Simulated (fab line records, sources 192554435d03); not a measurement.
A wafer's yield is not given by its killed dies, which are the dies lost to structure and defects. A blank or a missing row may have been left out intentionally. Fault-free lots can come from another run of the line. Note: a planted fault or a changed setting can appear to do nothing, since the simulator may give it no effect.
fab line records | flow n5-finfet
[record] lots = 10 | wafers = 29 | last-day = 18
route steps=1938 shown FIN_CUT@163 STI_FIN_REVEAL@184 BEOL_M4@1111 PASSIVATION@1936
lots that met no fault: taken from a fault-free run of the same line
start-h: start of the lot's first displayed wafer, in hours after the record's first day | wait-h: time in hours since the lot's previous step | " as in the row above | L1.1+2: a row that stands for several wafers | - value missing, or start not given | * or withheld: withheld | < > ~ a bound
route shown NAME@n: NAME is a module with steps in the file, n the number in the route of the first one | usual: mean and standard deviation over wafers with no fault | same: alike in all rows | chamber/n: place in a boat | sites: each site's reading | _std_site: the standard deviation of these | _edge_site: the outer-site mean with the inner-site mean subtracted | radius-mm: how far each site lies from the wafer's centre | mask NAME#n: copy n | behind: the most recent tool/chamber to have shaped the wafer | hold: why the lot went on hold/how many hours it stayed there/how the hold came to an end | device: names the non-switching transistor (n, p or np) | end of line: at the end of the route, the tests of the same wafers | a step without rows: its recipe alone | killed: at the first sort, the dies lost to defects and structure; wafer yield is something else | map: a wafer's dies, x killed, . not, _ none there
set.NAME: the run value of the setting; set.NAME@STEP: its run value at that earlier step | model.NAME: the simulator's own value behind a step, which no gauge read
the route's steps for a sample of lots (tables are steps, rows are wafers)
services: a tool's chamber out of use, with start hour (start-h, from the record's first day; less than 0 if before it), hours out, and reason
[[steps]]
[step N5_FIN_CUT_CD_MEAS_08]
[recipe] target-cd-nm = 29.1 | landing-energy-ev = 500 | detector = se-inlens | polarity = opening
[usual] cd-nm = 29.14/0.25
lot.wafer | tool      | chamber | start-h | wait-h | cd-nm
L886.3    | cd-sem-02 | 0       | 35.06   | -      | 29.06
L886.4    | "         | 0       | "       | "      | 29.26
L886.5    | "         | 0       | "       | "      | 29.37
L887.3    | cd-sem-02 | 0       | 39.68   | -      | 29.06
L887.4    | "         | 0       | "       | "      | 29.70
L887.6    | "         | 0       | "       | "      | 29.30
L888.3    | cd-sem-03 | 0       | 45.48   | -      | 29.73
L888.4    | "         | 0       | "       | "      | 29.66
L888.6    | "         | 0       | "       | "      | 29.13
L890.1    | cd-sem-02 | 0       | 56.62   | -      | 29.08
L890.2    | "         | 0       | "       | "      | 28.89
L890.4    | "         | 0       | "       | "      | 29.03
L891.1    | cd-sem-01 | 0       | 62.83   | -      | 29.12
L891.3    | "         | 0       | "       | "      | 29.35
L891.6    | "         | 0       | "       | "      | 29.30
L892.2    | cd-sem-02 | 0       | 68.56   | -      | 28.97
L892.4    | "         | 0       | "       | "      | 29.34
L892.6    | "         | 0       | "       | "      | 28.72
L894.1    | cd-sem-03 | 0       | 81.01   | -      | 29.51
L894.5    | "         | 0       | "       | "      | 29.39
L903.3    | cd-sem-02 | 0       | 135.16  | -      | 29.04
L903.5    | "         | 0       | "       | "      | 29.05
L903.6    | "         | 0       | "       | "      | 29.04
L906.1    | cd-sem-03 | 0       | 156.82  | -      | 29.09
L906.3    | "         | 0       | "       | "      | 29.07
L906.4    | "         | 0       | "       | "      | 29.46
L908.1    | cd-sem-03 | 0       | 168.10  | -      | 29.13
L908.5    | "         | 0       | "       | "      | 29.08
L908.6    | "         | 0       | "       | "      | 29.11
[step N5_FIN_CUT_PRECLEAN_35]
[recipe] time-s = 13.3 | temp-c = 45 | pressure-torr = 125 | p-hf-torr = 3 | p-coreactant-torr = 25 | chemistry = vHF
[usual] drypump-motor-current-A = 5.8/0.4 | foreline-p-Torr = 0.1280/0.00052 | time-s = 13.3/0
lot.wafer | tool          | chamber | start-h | wait-h | drypump-motor-current-A | foreline-p-Torr | time-s
L886.3    | vapor-etch-01 | 1       | 35.75   | 0.1    | 5.3                     | 0.1286          | 13.3
L886.4    | "             | 0       | "       | "      | 6.0                     | 0.1291          | 13.3
L886.5    | "             | 0       | "       | "      | 6.0                     | 0.1277          | 13.3
L887.3    | vapor-etch-02 | 0       | 40.37   | 0.1    | 5.6                     | 0.1278          | 13.3
L887.4    | "             | 1       | "       | "      | 6.3                     | 0.1284          | 13.3
L887.6    | "             | 1       | "       | "      | 6.4                     | 0.1284          | 13.3
L888.3    | vapor-etch-02 | 1       | 46.34   | 0.1    | 6.3                     | 0.1284          | 13.3
L888.4    | "             | 0       | "       | "      | 5.6                     | 0.1284          | 13.3
L888.6    | "             | 1       | "       | "      | 6.4                     | 0.1286          | 13.3
L890.1    | vapor-etch-01 | 0       | 57.31   | 0.0    | 6.0                     | 0.1255          | 13.3
L890.2    | "             | 1       | "       | "      | 5.3                     | 0.1279          | 13.3
L890.4    | "             | 1       | "       | "      | 5.3                     | 0.1276          | 13.3
L891.1    | vapor-etch-01 | 1       | 63.53   | 0.1    | 5.3                     | 0.1280          | 11.168
L891.3    | "             | 0       | "       | "      | 6.0                     | 0.1282          | 13.3
L891.6    | "             | 1       | "       | "      | 5.3                     | 0.1280          | 11.168
L892.2    | vapor-etch-01 | 0       | 69.24   | 0.0    | 6.0                     | 0.1284          | 13.3
L892.4    | "             | 1       | "       | "      | 5.3                     | 0.1280          | 13.3
L892.6    | "             | 0       | "       | "      | 6.0                     | 0.1281          | 11.168
L894.1    | vapor-etch-01 | 1       | 81.71   | 0.0    | 5.3                     | 0.1277          | 11.168
L894.5    | "             | 0       | "       | "      | 6.0                     | 0.1282          | 13.3
L903.3    | vapor-etch-02 | 1       | 135.85  | 0.1    | 6.3                     | 0.1290          | 13.3
L903.5    | "             | 1       | "       | "      | 6.3                     | 0.1283          | 13.3
L903.6    | "             | 0       | "       | "      | 5.6                     | 0.1278          | 13.3
L906.1    | vapor-etch-02 | 0       | 157.50  | 0.0    | 5.6                     | 0.1287          | 13.3
L906.3    | "             | 1       | "       | "      | 6.4                     | 0.1278          | 13.3
L906.4    | "             | 0       | "       | "      | 5.7                     | 0.1280          | 13.3
L908.1    | vapor-etch-02 | 0       | 168.77  | 0.0    | 5.6                     | 0.1282          | 13.3
L908.5    | "             | 1       | "       | "      | 6.4                     | 0.1284          | 13.3
L908.6    | "             | 0       | "       | "      | 5.6                     | 0.1282          | 13.3
[step N5_FIN_CUT_STRIP_22]
[recipe] chemistry = N2/H2 | power-w = 500 | temp-c = 40 | pressure-mtorr = 50 | rf-frequency-hz = 6e+07 | overash-fraction = 0.3 | bias-power-w = 8 | h2-frac = 0.5 | n2-flow-sccm = 300 | h2-flow-sccm = 300
[usual] bias-power-w = 8.002/0.026 | drypump-motor-current-A = 5.9/0.74 | h2-flow-sccm = 300.0/0.9 | oes-product-au = 0.80/0.073 | power-w = 500.0/1.7 | rf-vpp-V = 53.9/2.5 | showerhead-plenum-p-Torr = 3.37/0.1 | throttle-valve-pct = 18.8/0.32
lot.wafer | tool        | chamber | start-h | wait-h | bias-power-w | drypump-motor-current-A | h2-flow-sccm | oes-product-au | power-w | rf-hours-counter-h | rf-vpp-V | showerhead-plenum-p-Torr | throttle-valve-pct
L886.3    | rie-diel-04 | 2       | 35.93   | 0.0    | 8.036        | 6.5                     | 300.3        | 0.72           | 499.5   | 226                | 51.8     | 3.30                     | 18.5
L886.4    | "           | 1       | "       | "      | 7.983        | 4.7                     | 301.1        | 0.77           | 501.8   | 111                | 53.3     | 3.53                     | 18.9
L886.5    | "           | 2       | "       | "      | 8.056        | 6.5                     | 300.1        | 0.72           | 499.8   | -                  | 55.1     | 3.30                     | 18.5
L887.3    | rie-diel-03 | 1       | 40.55   | 0.0    | 8.010        | 5.4                     | 299.2        | 0.99           | 499.5   | 0                  | 57.5     | 3.43                     | 18.1
L887.4    | "           | 2       | "       | "      | 8.039        | 6.6                     | 300.5        | 0.82           | 500.0   | 131                | 53.8     | 3.22                     | 19.2
L887.6    | "           | 1       | "       | "      | 8.041        | 5.3                     | 300.5        | 1.00           | 498.5   | -                  | 55.2     | 3.43                     | 18.0
L888.3    | rie-diel-04 | 3       | 46.64   | 0.2    | 8.006        | 6.7                     | 300.3        | 0.91           | 501.6   | 22                 | 55.1     | 3.29                     | 18.9
L888.4    | "           | 1       | "       | "      | 8.001        | 4.7                     | 299.4        | 0.78           | 504.2   | 114                | 55.3     | 3.53                     | 18.9
L888.6    | "           | 0       | "       | "      | 8.054        | 5.4                     | 298.9        | 0.76           | 501.4   | -                  | 57.7     | 3.51                     | 18.7
L890.1    | rie-diel-04 | 1       | 57.51   | 0.0    | 7.995        | 4.7                     | 299.5        | 0.78           | 501.4   | 119                | 53.9     | 3.53                     | 18.9
L890.2    | "           | 2       | "       | "      | 7.988        | 6.5                     | 300.5        | 0.72           | 497.0   | 233                | 55.7     | 3.29                     | 18.6
L890.4    | "           | 0       | "       | "      | 7.991        | 5.4                     | 300.0        | 0.75           | 500.7   | 155                | 55.1     | 3.50                     | 18.7
L891.1    | rie-diel-03 | 3       | 63.76   | 0.1    | 8.015        | 6.4                     | 302.5        | 0.75           | 499.0   | 169                | 52.1     | 3.36                     | 19.2
L891.3    | "           | 0       | "       | "      | 7.983        | 6.5                     | 302.3        | 0.84           | 500.9   | 61                 | 51.8     | 3.40                     | 18.8
L891.6    | "           | 0       | "       | "      | 8.002        | 6.4                     | 299.2        | 0.83           | 499.2   | -                  | 56.4     | 3.40                     | 18.8
L892.2    | rie-diel-04 | 1       | 69.44   | 0.0    | 7.958        | 4.7                     | 299.5        | 0.77           | 499.1   | 122                | 58.1     | 3.53                     | 18.9
L892.4    | "           | 0       | "       | "      | 7.994        | 5.4                     | 301.1        | 0.75           | 500.6   | 158                | 51.6     | 3.50                     | 18.7
L892.6    | "           | 1       | "       | "      | 7.930        | 4.7                     | 300.6        | 0.77           | 503.0   | -                  | 48.7     | 3.53                     | 19.0
L894.1    | rie-diel-01 | 2       | 81.93   | 0.1    | 7.992        | 5.2                     | 299.2        | 0.74           | 502.9   | 131                | 55.3     | 3.37                     | 18.7
L894.5    | "           | 2       | "       | "      | 8.028        | 5.2                     | 299.4        | 0.76           | 500.0   | -                  | 56.2     | 3.37                     | 18.7
L903.3    | rie-diel-03 | 1       | 136.09  | 0.1    | 8.016        | 5.3                     | 299.8        | 0.87           | 501.9   | 32                 | 55.1     | 3.41                     | 18.2
L903.5    | "           | 1       | "       | "      | 8.055        | 5.3                     | 299.6        | 0.85           | 502.6   | -                  | 56.8     | 3.41                     | 18.1
L903.6    | "           | 0       | "       | "      | 8.022        | 6.4                     | 300.7        | 0.81           | 499.1   | -                  | 53.6     | 3.40                     | 18.9
L906.1    | rie-diel-03 | 1       | 157.70  | 0.0    | 8.025        | 5.4                     | 300.8        | 0.87           | 500.5   | 37                 | 51.5     | 3.41                     | 18.1
L906.3    | "           | 2       | "       | "      | 7.991        | 6.6                     | 301.6        | 0.79           | 500.3   | 168                | 52.1     | 3.21                     | 19.3
L906.4    | "           | 0       | "       | "      | 8.006        | 6.4                     | 299.8        | 0.81           | 501.6   | 83                 | 59.8     | 3.39                     | 18.9
L908.1    | rie-diel-03 | 0       | 168.98  | 0.0    | 7.977        | 6.4                     | 300.8        | 0.81           | 499.5   | 86                 | 54.0     | 3.39                     | 18.8
L908.5    | "           | 3       | "       | "      | 8.005        | 6.4                     | 300.9        | 0.73           | 499.5   | -                  | 53.6     | 3.34                     | 19.3
L908.6    | "           | 2       | "       | "      | 7.968        | 6.6                     | 300.2        | 0.76           | 499.7   | -                  | 52.7     | 3.20                     | 19.3
[step N5_STI_FIN_REVEAL_ALD_14]
[recipe] material = Si3N4 | target-thk-a = 30 | temp-c = 400 | ald-precursor-family = SiH2I2 | ald-co-reactant = N2/H2-plasma | pressure-torr = 2
[usual] heater-power-outer-w = 516/46 | heater-power-w = 824/82
lot.wafer | tool       | chamber | start-h | wait-h | heater-power-outer-w | heater-power-w
L886.3    | ald-sin-02 | 1       | 36.18   | 0.0    | 555                  | 868
L886.4    | "          | 2       | "       | "      | 502                  | 778
L886.5    | "          | 0       | "       | "      | 554                  | 862
L887.3    | ald-sin-02 | 2       | 40.81   | 0.0    | 488                  | 793
L887.4    | "          | 1       | "       | "      | 544                  | 850
L887.6    | "          | 2       | "       | "      | 511                  | 768
L888.3    | ald-sin-02 | 2       | 46.89   | 0.0    | 496                  | 789
L888.4    | "          | 1       | "       | "      | 549                  | 831
L888.6    | "          | 1       | "       | "      | 563                  | 822
L890.1    | ald-sin-03 | 1       | 57.76   | 0.0    | 455                  | 705
L890.2    | "          | 2       | "       | "      | 575                  | 896
L890.4    | "          | 3       | "       | "      | 501                  | 745
L891.1    | ald-sin-04 | 0       | 64.01   | 0.0    | 468                  | 744
L891.3    | "          | 1       | "       | "      | 546                  | 897
L891.6    | "          | 0       | "       | "      | 472                  | 747
L892.2    | ald-sin-02 | 0       | 69.69   | 0.0    | 541                  | 877
L892.4    | "          | 1       | "       | "      | 547                  | 850
L892.6    | "          | 1       | "       | "      | 555                  | 830
L894.1    | ald-sin-02 | 2       | 82.18   | 0.0    | 503                  | 782
L894.5    | "          | 3       | "       | "      | 451                  | 722
L903.3    | ald-sin-04 | 2       | 136.63  | 0.0    | 490                  | 862
L903.5    | "          | 2       | "       | "      | 479                  | 869
L903.6    | "          | 1       | "       | "      | 540                  | 894
L906.1    | ald-sin-04 | 1       | 157.95  | 0.0    | 554                  | 880
L906.3    | "          | 2       | "       | "      | 489                  | 850
L906.4    | "          | 0       | "       | "      | 438                  | 707
L908.1    | ald-sin-04 | 0       | 169.23  | 0.0    | 444                  | 729
L908.5    | "          | 3       | "       | "      | 561                  | 949
L908.6    | "          | 0       | "       | "      | 427                  | 708
[step N5_BEOL_M4_RC_MEAS_101]
[usual] DIBL_N = 36.3/2 | DIBL_P = 36.3/2.4 | IOFF_N = 0.16/0.034 | IOFF_P = 0.21/0.035 | ION_N = 672/12 | ION_P = 459/6.5 | SS_N = 71.6/0.67 | SS_P = 73.3/0.71 | VT_N = 250/3.5 | VT_P = -251/3
lot.wafer | tool      | chamber | start-h | wait-h | DIBL_N[mV/V] | DIBL_P[mV/V] | IOFF_N[nA/um] | IOFF_P[nA/um] | ION_N[uA/um] | ION_P[uA/um] | SS_N[mV/dec] | SS_P[mV/dec] | VT_N[mV] | VT_P[mV]
L886.3    | prober-01 | 0       | 171.06  | 0.3    | 35.5         | 35.7         | 0.15          | 0.20          | 662          | 458          | 71.6         | 73.3         | 250      | -251
L886.4    | "         | 0       | "       | "      | 35.7         | 35.9         | 0.15          | 0.21          | 661          | 459          | 71.4         | 72.8         | 254      | -251
L886.5    | "         | 0       | "       | "      | 34.9         | 34.7         | 0.13          | 0.19          | 655          | 450          | 71.9         | 72.6         | 251      | -251
L887.3    | prober-02 | 0       | 175.68  | 0.3    | 32.6         | 31.7         | 0.10          | 0.15          | 651          | 456          | 70.0         | 72.0         | 259      | -256
L887.4    | "         | 0       | "       | "      | 32.3         | 31.6         | 0.10          | 0.15          | 653          | 453          | 69.8         | 71.8         | 256      | -253
L887.6    | "         | 0       | "       | "      | 32.3         | 31.5         | 0.10          | 0.15          | 664          | 456          | 70.1         | 72.1         | 257      | -254
L888.3    | prober-02 | 0       | 184.97  | 0.3    | 35.0         | 34.4         | 0.14          | 0.18          | 666          | 453          | 71.1         | 73.2         | 249      | -254
L888.4    | "         | 0       | "       | "      | 33.2         | 31.5         | 0.10          | 0.13          | 647          | 440          | 70.8         | 72.8         | 256      | -256
L888.6    | "         | 0       | "       | "      | 33.3         | 32.3         | 0.11          | 0.15          | 650          | 452          | 70.9         | 72.7         | 256      | -253
L890.1    | prober-02 | 0       | 197.18  | 0.0    | 35.9         | 34.6         | 0.14          | 0.17          | 657          | 444          | 71.6         | 73.7         | 255      | -256
L890.2    | "         | 0       | "       | "      | 39.3         | 38.7         | 0.22          | 0.23          | 689          | 463          | 73.1         | 74.5         | 247      | -251
L890.4    | "         | 0       | "       | "      | 35.9         | 34.3         | 0.15          | 0.16          | 672          | 452          | 72.0         | 73.3         | 251      | -256
L891.1    | prober-01 | 0       | 200.49  | 0.0    | 34.8         | 35.7         | 0.14          | 0.19          | 674          | 460          | 71.6         | 72.7         | 251      | -250
L891.3    | "         | 0       | "       | "      | 36.4         | 37.8         | 0.16          | 0.22          | 675          | 467          | 71.6         | 73.9         | 249      | -249
L891.6    | "         | 0       | "       | "      | 36.4         | 36.9         | 0.17          | 0.21          | 680          | 458          | 70.6         | 73.1         | 247      | -251
L892.2    | prober-02 | 0       | 219.97  | 0.2    | 31.6         | 31.6         | 0.11          | 0.16          | 650          | 451          | 71.4         | 72.7         | 258      | -253
L892.4    | "         | 0       | "       | "      | 33.2         | 33.4         | 0.13          | 0.18          | 660          | 457          | 70.7         | 72.2         | 252      | -251
L892.6    | "         | 0       | "       | "      | 33.5         | 34.0         | 0.14          | 0.20          | 668          | 458          | 71.6         | 73.1         | 251      | -248
L894.1    | prober-02 | 0       | 242.48  | 0.0    | 36.2         | 34.9         | 0.14          | 0.16          | 668          | 452          | 71.8         | 73.0         | 253      | -257
L894.5    | "         | 0       | "       | "      | 39.7         | 37.9         | 0.20          | 0.21          | 677          | 453          | 73.6         | 73.3         | 252      | -252
L906.1    | prober-01 | 0       | 317.86  | 0.0    | 37.9         | 38.8         | 0.20          | 0.25          | 699          | 473          | 72.3         | 74.4         | 245      | -248
L906.3    | "         | 0       | "       | "      | 37.1         | 37.0         | 0.18          | 0.22          | 679          | 463          | 71.9         | 73.8         | 246      | -249
L906.4    | "         | 0       | "       | "      | 40.2         | 40.1         | 0.24          | 0.28          | 693          | 469          | 72.8         | 74.6         | 243      | -250
L903.3    | prober-02 | 0       | 319.02  | 0.3    | 37.0         | 38.8         | 0.20          | 0.25          | 682          | 462          | 71.8         | 74.3         | 247      | -248
L903.5    | "         | 0       | "       | "      | 34.8         | 34.8         | 0.15          | 0.19          | 666          | 454          | 71.2         | 74.1         | 249      | -252
L903.6    | "         | 0       | "       | "      | 38.7         | 38.5         | 0.24          | 0.24          | 676          | 458          | 72.4         | 74.0         | 244      | -249
L908.1    | prober-01 | 0       | 326.38  | 0.0    | 36.8         | 37.1         | 0.19          | 0.22          | 680          | 459          | 71.8         | 73.0         | 248      | -249
L908.5    | "         | 0       | "       | "      | 37.2         | 37.9         | 0.20          | 0.24          | 679          | 459          | 72.0         | 73.4         | 246      | -248
L908.6    | "         | 0       | "       | "      | 36.1         | 36.1         | 0.18          | 0.21          | 684          | 462          | 72.0         | 72.6         | 245      | -251
[step N5_PASSIVATION_PROBE_49]
[usual] defect-limited-yield = 91.4/1.5 | killed_at_M0_to_M3 = 33/11 | killed_at_M4_up = 14/5.3 | killed-at-contacts = 13/6.2 | killed-at-front-end = 39/13 | killed-at-other = 3.1/2.8 | killed-dies = 102/17 | killed-open = 68/13 | killed-short = 32/7.8 | sort_bin_5_function = 5.1/0.95 | sort_bin_6_memory = 3.2/0.7 | sort_bin_8_speed = 0.02/0.16 | sort-n-pass = 1078/18 | sort-yield-pct = 91.3/1.5
[same] gross-dies = 1180 | killed-at-back-side = 0 | sort_bin_4_leakage[%] = 0
lot.wafer | tool      | chamber | start-h | wait-h | defect-limited-yield[%] | killed_at_M0_to_M3 | killed_at_M4_up | killed-at-contacts | killed-at-front-end | killed-at-other | killed-dies | killed-open | killed-short | sort_bin_5_function[%] | sort_bin_6_memory[%] | sort_bin_8_speed[%] | sort-n-pass | sort-yield-pct[%]
L894.1    | prober-02 | -       | 342.88  | 0.0    | 91.4                    | 51                 | 9               | 5                  | 34                  | 2               | 101         | 65          | 36           | 5.0                    | 3.4                  | 0                   | 1079        | 91.4
L894.5    | prober-02 | -       | 343.08  | 0.2    | 91.7                    | 45                 | 8               | 11                 | 31                  | 3               | 98          | 71          | 26           | 4.8                    | 3.5                  | 0                   | 1082        | 91.7
// killed by level:class
L894.1 BEOL_M3:geometric-particle:open=14 BEOL_M2:geometric-particle:open=11 BEOL_M0_SAQP:geometric-particle:open=8 FIN_SAQP:geometric-particle:open=6 BEOL_M2:geometric-particle:short=6 BEOL_M0_SAQP:geometric-particle:short=5 FIN_SAQP:geometric-particle:short=4 BEOL_M0:geometric-particle:open=4
L894.5 BEOL_M2:geometric-particle:open=17 MOL_CONTACT_COAG:geometric-particle:open=11 STI_FIN_REVEAL:geometric-particle:open=9 BEOL_M3:geometric-particle:open=9 BEOL_M0_SAQP:geometric-particle:open=7 FIN_SAQP:geometric-particle:short=6 BEOL_M0_SAQP:geometric-particle:short=5 STI_FIN_REVEAL:geometric-particle:short=3
[[services]]
tool        | chamber | start-h | hours | kind
ald-sin-03  | 2       | 18.72   | 2.8   | repair
rie-diel-01 | 0       | 19.89   | 2.4   | repair
ald-sin-03  | 0       | 24.36   | 7.8   | repair
ald-sin-02  | 0       | 24.73   | 6.7   | repair
ald-sin-04  | 1       | 27.63   | 18.3  | repair
rie-diel-03 | 1       | 28.13   | -     | clean
rie-diel-03 | 1       | 28.13   | -     | consumable-replace:focus-ring
rie-diel-03 | 1       | 28.13   | 10.5  | scheduled-down
rie-diel-03 | 1       | 28.13   | 10.5  | vent-cycle
ald-sin-04  | -       | 34.96   | 0.3   | repair
ald-sin-02  | -       | 42.76   | 0.5   | repair
rie-diel-03 | 0       | 65.90   | 7.4   | repair
rie-diel-03 | 0       | 79.78   | 8.1   | repair
ald-sin-04  | -       | 86.66   | 14.0  | pm
ald-sin-04  | 0       | 86.66   | 14.0  | vent-cycle
ald-sin-04  | 1       | 86.66   | 14.0  | vent-cycle
ald-sin-02  | 0       | 110.53  | 4.8   | repair
ald-sin-04  | 0       | 119.66  | 9.7   | repair
rie-diel-01 | 1       | 136.98  | 6.2   | repair
ald-sin-02  | 0       | 141.93  | 1.6   | repair
ald-sin-04  | 0       | 144.09  | 3.0   | repair
rie-diel-04 | 3       | 157.82  | 7.7   | repair
rie-diel-01 | 3       | 159.74  | 5.1   | repair
rie-diel-04 | 0       | 164.51  | 10.8  | repair
[[key]]
[first-sign] step = N5_FIN_CUT_PRECLEAN_35 | reading = time-s | direction = down | sigmas = 99+ | usual = * | struck = *
effect none on later readings
met-at N5_FIN_CUT_PRECLEAN_35
struck-lots L891,L892,L894
struck-wafers L891.1,L891.6,L892.6,L894.1
not-acting-at N5_FIN_CUT_CD_MEAS_08,N5_FIN_CUT_STRIP_22,N5_STI_FIN_REVEAL_ALD_14
onset-between 57.31 63.53
[fault] kind = process-parameter-drift | tool = vapor-etch-01 | chamber = - | onset-h = 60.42 | steps = N5_FIN_CUT_PRECLEAN_35 | channel = time-s | offset = * | shape = step | end-h = 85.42 | scope = struck-wafers-only | stated = *
